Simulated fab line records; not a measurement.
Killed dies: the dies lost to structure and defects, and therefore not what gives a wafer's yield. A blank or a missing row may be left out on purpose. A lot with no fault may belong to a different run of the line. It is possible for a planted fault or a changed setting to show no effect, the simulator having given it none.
Chamber matching	flow n5Finfet	N5_BEOL_M0_PRE_CLEAN_131 on cvdCo-02: 3 sister chambers
The step time 15 s. 27 wafers are shown with their chamber, then 12 later ones without.

== EACH WAFER AND ITS CHAMBER ==
wafer	chamber	heaterPowerW (W)
L077.1	0	95
L077.2	1	97
L077.5	2	88
L079.1	2	87
L079.2	1	96
L079.4	0	95
L081.1	0	96
L081.3	1	96
L081.6	1	94
L083.1	0	97
L083.2	2	89
L083.3	1	96
L083.4	1	95
L083.5	2	86
L083.6	0	98
L084.1	0	100
L084.2	2	87
L084.4	2	90
L086.2	1	100
L086.3	2	89
L086.4	0	98
L085.1	1	98
L085.4	2	89
L085.5	0	96
L087.1	0	99
L087.2	1	99
L087.3	2	88

SIGNATURES, as means of the wafers listed above
reading	chamber 0	chamber 1	chamber 2	scatter within a chamber
heaterPowerW	97.11	96.78	88.11	1.67
Rule: for a wafer and a chamber, the distance is found by dividing, reading by reading, the gap between the wafer's reading and the chamber's mean by the reading's scatter, squaring, summing and taking the root. The wafer belongs to the nearest chamber; if the next one is less than 2 further off, it can't be placed. The scatter: take each reading less its chamber's mean, square it, sum over the shown wafers, divide by the number of wafers less the number of chambers, and take the root.

== WAFERS WITHOUT THEIR CHAMBER ==
wafer	heaterPowerW (W)
L087.4	96
L087.5	86
L087.6	97
L088.2	87
L088.4	97
L088.6	99
L092.1	87
L092.2	99
L092.4	90
L093.1	87
L093.3	99
L093.4	98

== EACH ONE'S CHAMBER ==
wafer	from the rows above	in truth
L087.4	can't be placed: 1 or 0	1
L087.5	2	2
L087.6	can't be placed: 0 or 1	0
L088.2	2	2
L088.4	can't be placed: 0 or 1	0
L088.6	can't be placed: 0 or 1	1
L092.1	2	2
L092.2	can't be placed: 0 or 1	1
L092.4	2	2
L093.1	2	2
L093.3	can't be placed: 0 or 1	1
L093.4	can't be placed: 0 or 1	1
Correctly placed: 5 of 12. Can't be placed from these rows: 7 (the true chamber is among the candidates in 7). Wrongly placed: 0.
